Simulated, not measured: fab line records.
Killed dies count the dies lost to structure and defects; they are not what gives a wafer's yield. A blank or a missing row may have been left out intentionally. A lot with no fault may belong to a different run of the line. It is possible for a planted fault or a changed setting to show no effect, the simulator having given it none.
Matching of chambers	flow nand_harc	4 sister chambers for NHARC_P_CONTACT_ETCH_35 on rie_diel-08
The step etches the open film in CF4, target depth 39 nm, time 65 s. 14 wafers are shown with their chamber, then 7 later ones without.

WAFERS WITH THEIR CHAMBER
wafer	chamber	drypump_motor_current_A (A)	oes_product_au (a.u.)	rf_vpp_V (V)
L230.2	0	5.5	1.012	150.7
L230.4	2	6.7	1.020	151.1
L230.6	3	6.0	1.013	153.7
L231.2	2	6.7	1.029	151.8
L231.4	0	5.5	1.013	150.7
L231.6	0	5.5	1.002	151.9
L235.2	3	6.0	1.004	151.8
L235.5	3	6.0	1.000	152.7
L235.6	0	5.5	1.008	152.1
L242.4	1	6.0	0.989	150.3
L242.5	1	5.9	0.999	151.9
L242.6	2	6.6	1.019	150.5
L247.2	3	6.0	1.002	151.1
L247.5	1	6.0	0.999	151.4

SIGNATURES, as means of the wafers listed above
reading	chamber 0	chamber 1	chamber 2	chamber 3	scatter within a chamber
drypump_motor_current_A	5.500	5.967	6.667	6.000	0.0365
oes_product_au	1.00875	0.99567	1.02267	1.00475	0.00548
rf_vpp_V	151.350	151.200	151.133	152.325	0.878
Rule: for each reading, subtract the chamber's mean from the wafer's reading, divide by that reading's scatter and square the result; add these up over the readings and take the root, which gives the wafer's distance from the chamber. If the next closest chamber is less than 2 further off than the closest, the wafer can't be placed; otherwise it belongs to the closest. The scatter is the square root of a quotient: the sum, over the shown wafers, of each reading's squared deviation from its chamber's mean, divided by wafers minus chambers.

WAFERS WITHOUT THEIR CHAMBER
wafer	drypump_motor_current_A (A)	oes_product_au (a.u.)	rf_vpp_V (V)
L247.6	5.5	1.020	151.3
L250.3	6.0	1.003	152.8
L250.5	5.5	1.017	150.8
L250.6	6.0	1.005	152.6
L252.2	5.5	1.020	150.6
L252.5	5.5	1.034	151.5
L252.6	6.0	1.000	150.8

WHICH CHAMBER EACH ONE RAN IN
wafer	from the rows above	in truth
L247.6	0	0
L250.3	can't be placed: 3 or 1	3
L250.5	0	0
L250.6	3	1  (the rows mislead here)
L252.2	0	0
L252.5	0	0
L252.6	can't be placed: 1 or 3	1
Correctly placed: 4 of 7. Cannot be placed on the basis of these rows: 2; the candidates contain the true chamber in 2. 1 placed wrongly.
